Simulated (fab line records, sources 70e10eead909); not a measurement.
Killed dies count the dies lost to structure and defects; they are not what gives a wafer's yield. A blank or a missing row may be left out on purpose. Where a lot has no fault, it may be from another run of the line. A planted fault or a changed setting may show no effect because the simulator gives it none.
Matching of chambers ; flow nandHarc ; rieDiel-03 running NHARC_P_GATE_DESCUM_48: 4 sister chambers
The step chemistry O2, time 3 s. 8 wafers are shown with their chamber, then 7 later ones without.

## WAFERS WITH THEIR CHAMBER
wafer;chamber;showerheadPlenumPTorr (Torr);drypumpMotorCurrentA (A)
L222.1;1;1.96;5.4
L222.6;2;1.87;5.5
L225.1;0;1.84;6.4
L235.1;2;1.87;5.4
L235.3;1;1.95;5.4
L235.4;3;2.06;5.7
L236.1;0;1.84;6.3
L236.3;3;2.06;5.7

## WAFERS WHOSE CHAMBER IS MISSING
wafer;showerheadPlenumPTorr (Torr);drypumpMotorCurrentA (A)
L236.4;1.87;5.4
L237.2;1.87;5.4
L237.4;1.84;6.4
L237.5;2.06;5.6
L240.1;1.95;5.4
L240.3;2.06;5.7
L240.4;1.84;6.4

## CHAMBER TAKEN BY EACH
wafer;from the rows above;in truth
L236.4;2;2
L237.2;2;2
L237.4;0;0
L237.5;3;3
L240.1;1;1
L240.3;3;3
L240.4;0;0
Correct placement for 7 of the 7. Can't be placed from these rows: 0. Wrongly placed: 0.
How it was worked out, from the rows above alone: a wafer's distance from a chamber is the root of the sum, over the readings, of the square of ((its reading less the chamber's mean) divided by the reading's scatter). The wafer belongs to the nearest chamber; if the next one is less than 2 further off, it can't be placed. For every chamber, the mean is computed from those of its wafers that are shown. The scatter is the square root of a quotient: the sum, over the shown wafers, of each reading's squared deviation from its chamber's mean, divided by wafers minus chambers.
